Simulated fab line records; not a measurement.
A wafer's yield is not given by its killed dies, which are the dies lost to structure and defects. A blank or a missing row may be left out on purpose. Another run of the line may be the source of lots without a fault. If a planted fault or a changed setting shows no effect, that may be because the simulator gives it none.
Chamber matching -- flow n5_finfet -- rie_diel-04 running N5_FIN_SAQP_SPACER2_ETCHBACK_29: 4 sister chambers
The step etches SiO2 in CHF3/O2, target depth 12.2 nm, time 6.1 s. 16 wafers are shown with their chamber, then 8 later ones without.

## WAFERS PAIRED WITH THEIR CHAMBERS
wafer,chamber,drypump_motor_current_A (A),throttle_valve_pct (%),rf_vpp_V (V)
L082.2,2,5.9,18.61,523
L082.4,3,5.6,19.30,536
L082.5,0,5.3,18.93,508
L083.1,2,6.0,18.59,521
L083.4,0,5.3,18.90,509
L083.5,0,5.3,18.91,510
L088.1,3,5.6,19.33,537
L088.2,1,5.5,19.04,522
L088.5,2,6.0,18.62,521
L090.2,0,5.3,18.95,508
L090.3,3,5.6,19.32,536
L090.5,2,6.0,18.61,522
L091.3,1,5.5,19.06,522
L091.4,3,5.6,19.34,535
L091.5,1,5.5,19.05,521
L092.2,3,5.6,19.32,536

SIGNATURES (means of the wafers above)
reading,chamber 0,chamber 1,chamber 2,chamber 3,scatter within a chamber
drypump_motor_current_A,5.300,5.500,5.975,5.600,0.025
throttle_valve_pct,18.9225,19.0500,18.6075,19.3220,0.0159
rf_vpp_V,508.75,521.67,521.75,536.00,0.825
Rule: distance of a wafer from a chamber = root of the sum over the readings of ((wafer's reading minus chamber's mean) / reading's scatter) squared. If the next closest chamber is less than 2 further off than the closest, the wafer can't be placed; otherwise it belongs to the closest. The scatter: the root of (the sum of the squares of (reading less its chamber's mean) over the shown wafers, divided by (wafers less chambers)).

## WAFERS WITHOUT THEIR CHAMBER
wafer,drypump_motor_current_A (A),throttle_valve_pct (%),rf_vpp_V (V)
L092.4,5.5,19.06,522
L092.5,5.3,18.95,508
L093.3,5.6,19.33,536
L093.5,5.6,19.34,536
L093.6,5.3,18.95,508
L095.1,6.0,18.64,520
L095.4,5.3,18.97,508
L095.6,5.9,18.65,522

## EACH ONE'S CHAMBER
wafer,from the rows above,in truth
L092.4,1,1
L092.5,0,0
L093.3,3,3
L093.5,3,3
L093.6,0,0
L095.1,2,2
L095.4,0,0
L095.6,2,2
8 of 8 placed correctly. From these rows, 0 cannot be placed. 0 placed wrongly.
